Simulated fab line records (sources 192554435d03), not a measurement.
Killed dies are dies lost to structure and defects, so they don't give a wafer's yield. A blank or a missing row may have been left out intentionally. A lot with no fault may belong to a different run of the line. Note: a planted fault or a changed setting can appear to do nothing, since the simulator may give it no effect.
Which tool was responsible?    flow n5Finfet    10 lots with 28 wafers sampled at 5 steps, on a route of 1938 steps

## WHAT THE GAUGES SHOWED, per wafer
N5_BEOL_M4_RC_MEAS_101.
lot   measured      on         DIBL_N (mV/V)
L125  day 8 08:06   prober-02  36.9 36.9 37.2
L126  day 8 17:01   prober-01  34.4 33.4 35.9
L129  day 9 10:15   prober-02  37.4 38.0 35.2
L133  day 9 19:36   prober-01  34.2 36.8 38.3
L138  day 11 14:58  prober-02  40.0 37.1 36.7
L137  day 11 22:16  prober-01  42.6 39.3 40.7
L139  day 12 04:55  prober-01  37.5 39.4 38.5
L146  day 14 21:18  prober-02  35.5 36.6 38.1
L147  day 14 20:22  prober-01  33.0 34.9
L148  day 15 00:02  prober-02  37.5 38.1

## WHAT TOOL EACH LOT RAN ON (gives the tool, then ch and the chambers of the sampled wafers, and finally the start)
lot   N5_HKMG_FIN_HK_ANNEAL_02         N5_HKMG_FIN_ALD_75              N5_HKMG_FIN_STRIP_93              N5_HKMG_FIN_CVD_62
L125  rtpAnneal-01 ch 0, day 3 22:25   aldHk-01 ch 0,2, day 3 22:41    rieDiel-04 ch 1,2,3, day 4 00:00  thermalCvdSi-02 ch 0,1, day 4 01:01
L126  rtpAnneal-02 ch 0, day 4 05:06   aldHk-02 ch 0,1, day 4 05:23    rieDiel-04 ch 2,3, day 4 06:44    thermalCvdSi-01 ch 1,2, day 4 07:44
L129  rtpAnneal-01 ch 0, day 4 21:28   aldHk-03 ch 0,2,3, day 4 21:46  rieDiel-05 ch 0,1,3, day 4 23:06  thermalCvdSi-02 ch 0,1, day 5 00:06
L133  rtpAnneal-01 ch 0, day 6 01:27   aldHk-02 ch 1,2, day 6 01:45    rieDiel-04 ch 1,3, day 6 03:02    thermalCvdSi-01 ch 0,1,2, day 6 04:02
L138  rtpAnneal-01 ch 0, day 8 03:19   aldHk-02 ch 0,2,3, day 8 03:37  rieDiel-04 ch 1,2,3, day 8 04:54  thermalCvdSi-01 ch 0,1,2, day 8 05:54
L137  rtpAnneal-01 ch 0, day 8 06:05   aldHk-03 ch 1,2,3, day 8 06:23  rieDiel-06 ch 1,2, day 8 07:37    thermalCvdSi-02 ch 1,2, day 8 08:37
L139  rtpAnneal-02 ch 0, day 8 06:14   aldHk-02 ch 0,2, day 8 06:32    rieDiel-05 ch 2,3, day 8 08:08    thermalCvdSi-01 ch 1,2, day 8 09:08
L146  rtpAnneal-02 ch 0, day 9 20:13   aldHk-01 ch 1,2,3, day 9 20:29  rieDiel-05 ch 0,1,3, day 9 21:46  thermalCvdSi-02 ch 0,1, day 9 22:46
L147  rtpAnneal-01 ch 0, day 9 23:14   aldHk-03 ch 0,1, day 9 23:31    rieDiel-04 ch 1,2, day 10 00:41   thermalCvdSi-01 ch 0,1, day 10 01:41
L148  rtpAnneal-02 ch 0, day 10 05:32  aldHk-03 ch 1,2, day 10 05:47   rieDiel-05 ch 0,1, day 10 06:57   thermalCvdSi-02 ch 0,2, day 10 07:58
- N5_HKMG_FIN_HK_ANNEAL_02: time 30 s.
- N5_HKMG_FIN_ALD_75: deposits Al2O3, target thk 1 nm, co reactant pulse time 1 s.
- N5_HKMG_FIN_STRIP_93: strips SOC in N2/H2, time 20 s.
- N5_HKMG_FIN_CVD_62: deposits a-Si from Si2H6, target thk 3 nm, time 20.8 s.

## THE ANSWER, worked out from the rows above alone
Rule: what is usual is taken from the lots themselves. Put in order of their means at a reading, lots are off if they are a third of the lots or fewer, leave a main group of 4 or more, and stand apart from it by a gap of 3 or more times the standard deviation of the main group's means; of several such gaps the widest counts. If all means in a main group match to the digits the tables above print for the reading, that group is not used. A lot without any number at a reading at which 4 lots or more have one is off too. All remaining lots with rows at the step are treated as sound.
Nothing can be told from this: no lot is off at any reading shown.

## WHAT THE SIMULATOR HAD PUT IN
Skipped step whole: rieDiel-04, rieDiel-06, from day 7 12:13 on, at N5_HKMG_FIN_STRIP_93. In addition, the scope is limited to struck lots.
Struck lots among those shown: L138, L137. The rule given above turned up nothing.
